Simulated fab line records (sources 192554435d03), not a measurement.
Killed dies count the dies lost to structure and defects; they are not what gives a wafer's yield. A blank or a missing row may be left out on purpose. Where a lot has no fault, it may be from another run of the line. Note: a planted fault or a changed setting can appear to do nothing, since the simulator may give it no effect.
Matching of chambers -- flow n5Finfet -- 4 sister chambers for N5_FIN_SAQP_ETCH_65 on rieSi-03
The step etches SiO2 in CF4, target depth 4 nm, time 4.4 s. 4 wafers are shown with their chamber, then 11 later ones without.

== WAFERS, EACH WITH ITS CHAMBER ==
wafer,chamber,drypumpMotorCurrentA (A)
L091.1,3,5.7
L091.4,0,5.7
L091.5,2,6.2
L095.1,1,5.8

== WAFERS WITHOUT THEIR CHAMBER ==
wafer,drypumpMotorCurrentA (A)
L095.2,5.6
L095.3,6.2
L095.4,5.7
L095.5,5.8
L095.6,5.8
L096.1,6.2
L096.2,5.7
L096.6,5.7
L097.1,6.2
L097.3,5.7
L097.5,5.7

== EACH ONE'S CHAMBER ==
wafer,from the rows above,in truth
L095.2,can't be placed: 0 or 3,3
L095.3,2,2
L095.4,can't be placed: 0 or 3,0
L095.5,1,1
L095.6,1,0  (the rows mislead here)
L096.1,2,2
L096.2,can't be placed: 0 or 3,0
L096.6,can't be placed: 0 or 3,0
L097.1,2,2
L097.3,can't be placed: 0 or 3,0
L097.5,can't be placed: 0 or 3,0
Placed correctly: 4 of 11. These rows do not allow placing 6 (true chamber among the candidates in 6). Placed wrongly: 1.
How it was worked out, from the rows above alone: a wafer's distance from a chamber is the root of the sum, over the readings, of the square of ((its reading less the chamber's mean) divided by the reading's scatter). If the next closest chamber is less than 2 further off than the closest, the wafer can't be placed; otherwise it belongs to the closest. For every chamber, the mean is computed from those of its wafers that are shown. The scatter: root of mean squared gap, hidden wafer to nearest shown wafer, with one shown wafer a chamber.
